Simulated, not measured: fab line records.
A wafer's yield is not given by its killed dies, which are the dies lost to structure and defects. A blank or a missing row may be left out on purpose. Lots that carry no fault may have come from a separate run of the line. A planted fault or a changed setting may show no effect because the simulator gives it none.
Split-lot experiment + flow n5_finfet + 21 wafers read from 7 lots, route of 1938 steps

THE SPLIT
At N5_BEOL_M4_ETCH_70 (etches SOC in N2/H2, target depth 80 nm, overetch 24 nm, time 130 s), the setting time_s was moved away from the recipe's 130 s on 8 of the 21 wafers read, by -20.6% to +13.4%. For the rest of the wafers, this setting stayed at what the recipe calls for.

Reading taken at the split's own step.

THE READING
SiARC_of_BEOL_M4_COAT_68.thk_nm (the simulator's own value, which no gauge read), in nm, at N5_BEOL_M4_ETCH_70 (etches SOC in N2/H2, target depth 80 nm, overetch 24 nm, time 130 s). The file gives no usual value for it. Across the 13 wafers here that went through the recipe, the average is 5.9 nm and the standard deviation 0.18 nm.

| wafer  | tool, chamber at the split | time_s as run, s | against the recipe | SiARC_of_BEOL_M4_COAT_68.thk_nm, nm | against lot-mates on the recipe |
|--------|----------------------------|------------------|--------------------|-------------------------------------|---------------------------------|
| L075.1 | rie_diel-03, 1             | 130              | recipe             | 6                                   | -                               |
| L075.3 | rie_diel-03, 3             | 103.2            | -20.6%             | 7.4                                 | +1.4                            |
| L075.6 | rie_diel-03, 3             | 103.2            | -20.6%             | 7.4                                 | +1.4                            |
| L080.2 | rie_diel-01, 2             | 130              | recipe             | 5.8                                 | -                               |
| L080.4 | rie_diel-01, 3             | 113.8            | -12.5%             | 6.6                                 | +0.8                            |
| L080.6 | rie_diel-01, 2             | 113.8            | -12.5%             | 6.8                                 | +1.0                            |
| L082.2 | rie_diel-05, 1             | 130              | recipe             | 5.8                                 | -                               |
| L082.4 | rie_diel-05, 3             | 130              | recipe             | 6                                   | -                               |
| L082.6 | rie_diel-05, 1             | 147.4            | +13.4%             | 5.2                                 | -0.7                            |
| L091.3 | rie_diel-03, 3             | 130              | recipe             | 6.2                                 | -                               |
| L091.5 | rie_diel-03, 3             | 130              | recipe             | 6.2                                 | -                               |
| L091.4 | rie_diel-03, 0             | 130              | recipe             | 5.8                                 | -                               |
| L097.1 | rie_diel-01, 0,1           | 104.6            | -19.5%             | 7.2                                 | +1.4                            |
| L097.3 | rie_diel-01, 0,1           | 104.6            | -19.5%             | 7.2                                 | +1.4                            |
| L097.6 | rie_diel-01, 1             | 130              | recipe             | 5.8                                 | -                               |
| L094.2 | rie_diel-05, 2             | 106.4            | -18.2%             | 7                                   | +1.4                            |
| L094.3 | rie_diel-05, 3             | 130              | recipe             | 5.6                                 | -                               |
| L094.4 | rie_diel-05, 3             | 130              | recipe             | 5.6                                 | -                               |
| L096.1 | rie_diel-01, 2             | 130              | recipe             | 6                                   | -                               |
| L096.2 | rie_diel-01, 3,1           | 130              | recipe             | 5.8                                 | -                               |
| L096.3 | rie_diel-01, 3,1           | 130              | recipe             | 5.8                                 | -                               |
Rows listing several chambers each stand for several wafers; the file does not say which wafer went through which chamber.

FIT RESULTS
A straight line over all 21 wafers: SiARC_of_BEOL_M4_COAT_68.thk_nm changes by -0.0666 nm for each +1% of time_s; r = -0.97; the points scatter about the line by 0.17 nm.
The same after taking each lot's own level away (the mean of its wafers on the recipe; 21 wafers): -0.0685 nm for each +1%; r = -0.99; scatter 0.11 nm.
That fit puts the effect of the largest move of time_s on the reading at 1.4 nm.
Across the lots, their own levels run from 5.60 to 6.07 nm, a range of 2.5 times the standard deviation given above.
So the lot-to-lot level changes the slope little: the two slopes agree.
Check: for one of the wafers moved furthest among these (-20.6%), held out of the fit, the line's prediction against its lot-mates is +1.45 nm. Against them it came out at +1.4 nm.

OTHER SPLITS ON THESE WAFERS
Note: prior to the reading, these wafers also went through further splits. Each is held against what the fit with the lots' levels taken away leaves over:
| other split on the same wafers | wafers away from the commonest value | r with SiARC_of_BEOL_M4_COAT_68.thk_nm (lot level and that fit taken away) |
|--------------------------------|--------------------------------------|----------------------------------------------------------------------------|
| N5_BEOL_M2_EXPOSE_08 dose_mj   | 9                                    | +0.12                                                                      |
| N5_BEOL_M4_ILD_DEP_00 time_s   | 8                                    | +0.10                                                                      |
| N5_BEOL_M4_PECVD_72 time_s     | 7                                    | +0.25                                                                      |

THE FILE'S OWN FIT
SiARC_of_BEOL_M4_COAT_68.thk_nm changes by -0.0695 nm for each +1% of time_s, r = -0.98.
